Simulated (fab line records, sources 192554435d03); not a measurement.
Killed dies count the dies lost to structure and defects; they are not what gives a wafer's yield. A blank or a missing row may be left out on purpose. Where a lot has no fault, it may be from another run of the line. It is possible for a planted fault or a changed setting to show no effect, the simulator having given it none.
Which tool did it? + flow n5 finfet + 30 wafers sampled from 10 lots at 1 step of a route of 1938

== WHAT THE GAUGES READ, wafer by wafer ==
N5_BEOL_M11_INSPECT_13: inspects for defects (brightfield).
| lot  | measured     | on                | raw defect count |
|------|--------------|-------------------|------------------|
| L436 | day 10 05:32 | defect inspect-02 | 504 429 374      |
| L438 | day 11 01:04 | defect inspect-02 | 424 332 426      |
| L439 | day 11 17:14 | defect inspect-02 | 418 389 418      |
| L440 | day 11 19:43 | defect inspect-02 | 334 563 328      |
| L445 | day 13 02:37 | defect inspect-02 | 233 290 483      |
| L446 | day 13 13:14 | defect inspect-02 | 344 561 388      |
| L451 | day 14 18:02 | defect inspect-02 | 253 378 467      |
| L456 | day 15 11:53 | defect inspect-01 | 589 311 368      |
| L458 | day 16 03:40 | defect inspect-02 | 393 352 486      |
| L457 | day 16 03:49 | defect inspect-02 | 335 399 337      |

== WHICH TOOL RAN EACH LOT (tool, then ch and the chambers of the sampled wafers, then the start) ==
No process step before these readings appears in the record.

== WHAT THE TOOLS THEMSELVES READ (means of the sampled wafers that have a number; where no wafer has one, the mark that the record gives instead) ==
The record holds no such reading with a usual standard deviation.

== THE ANSWER, worked out from the rows above alone ==
Rule: what is usual is taken from the lots themselves. The widest of any qualifying gaps counts: lots, ordered by their means at a reading, are off when they make up no more than a third of the lots, leave a main group of 4 or more, and stand apart from it by 3 or more times the standard deviation of that group's means. If all means in a main group match to the digits the tables above print for the reading, that group is not used. Also off: a lot with no number at a reading for which 4 or more lots have one. Any other lot the step has rows for is counted as sound. The gauges are gone through in route order, then the tools' own readings, and for those a lot's mean is taken as printed above. At the first step where some lot is off, the reading lying furthest off is the one used; lots without a number count as furthest.
No lot is off on any of the readings shown, so nothing can be concluded from this.

== WHAT THE SIMULATOR PUT IN ==
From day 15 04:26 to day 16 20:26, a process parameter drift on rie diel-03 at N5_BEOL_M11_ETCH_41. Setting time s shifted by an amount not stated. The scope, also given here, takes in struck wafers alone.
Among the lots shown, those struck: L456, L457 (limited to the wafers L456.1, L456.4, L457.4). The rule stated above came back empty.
